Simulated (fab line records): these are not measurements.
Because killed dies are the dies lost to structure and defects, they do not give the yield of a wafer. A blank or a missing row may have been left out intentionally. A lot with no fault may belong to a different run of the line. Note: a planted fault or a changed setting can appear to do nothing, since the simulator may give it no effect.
Chamber matching    flow nandHarc    pecvd-02 running NHARC_P_M2_PRE_CLEAN_32: 3 sister chambers
The step time 12 s. 6 wafers are shown with their chamber, then 7 later ones without.

## WAFERS WITH THEIR CHAMBER
wafer   chamber  heaterPowerW (W)
L398.4  1        678
L398.6  2        598
L397.3  1        676
L397.6  2        563
L399.3  0        549
L399.5  0        561

## WAFERS MISSING THEIR CHAMBER
wafer   heaterPowerW (W)
L399.6  542
L400.1  610
L400.2  522
L400.4  593
L401.2  544
L401.3  609
L401.4  583

## WHICH CHAMBER EACH ONE RAN IN
wafer   from the rows above      in truth
L399.6  can't be placed: 0 or 2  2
L400.1  can't be placed: 2 or 0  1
L400.2  can't be placed: 0 or 2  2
L400.4  can't be placed: 2 or 0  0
L401.2  can't be placed: 0 or 2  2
L401.3  can't be placed: 2 or 0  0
L401.4  can't be placed: 2 or 0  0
0 of 7 placed correctly. Unplaceable from these rows: 7, with the true chamber sitting among the candidates in 6. Wrongly placed: 0.
How it was worked out, from the rows above alone: a wafer's distance from a chamber is the root of the sum, over the readings, of the square of ((its reading less the chamber's mean) divided by the reading's scatter). If the next closest chamber is less than 2 further off than the closest, the wafer can't be placed; otherwise it belongs to the closest. For every chamber, the mean is computed from those of its wafers that are shown. The scatter: take each reading less its chamber's mean, square it, sum over the shown wafers, divide by the number of wafers less the number of chambers, and take the root.
